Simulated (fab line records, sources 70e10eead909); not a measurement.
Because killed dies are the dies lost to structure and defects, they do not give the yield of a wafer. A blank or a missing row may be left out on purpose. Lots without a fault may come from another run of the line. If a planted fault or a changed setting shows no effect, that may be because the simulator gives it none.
Matching of chambers | flow nand harc | 3 sister chambers for NHARC_A_CONTACT_ETCH_48 on rie diel-09
The step etches the open film in CF4, target depth 39 nm, time 65 s. 3 wafers are shown with their chamber, then 4 later ones without.

== WAFERS, EACH WITH ITS CHAMBER ==
wafer  | chamber | drypump motor current A (A)
L083.2 | 1       | 6.4
L085.1 | 2       | 5.8
L085.2 | 0       | 5.5

== WAFERS MISSING THEIR CHAMBER ==
wafer  | drypump motor current A (A)
L087.2 | 5.8
L087.5 | 5.5
L094.2 | 6.4
L094.4 | 5.9

== EACH ONE'S CHAMBER ==
wafer  | from the rows above | in truth
L087.2 | 2                   | 2
L087.5 | 0                   | 0
L094.2 | 1                   | 1
L094.4 | 2                   | 2
Placed correctly: 4 of 4. Left unplaced by these rows: 0. 0 placed wrongly.
How it was worked out, from the rows above alone: a wafer's distance from a chamber is the root of the sum, over the readings, of the square of ((its reading less the chamber's mean) divided by the reading's scatter). If the next closest chamber is less than 2 further off than the closest, the wafer can't be placed; otherwise it belongs to the closest. A chamber's mean is the mean of its shown wafers. The scatter: with one shown wafer a chamber, the root of the mean of the squares of how far each hidden wafer lies from its nearest shown one.
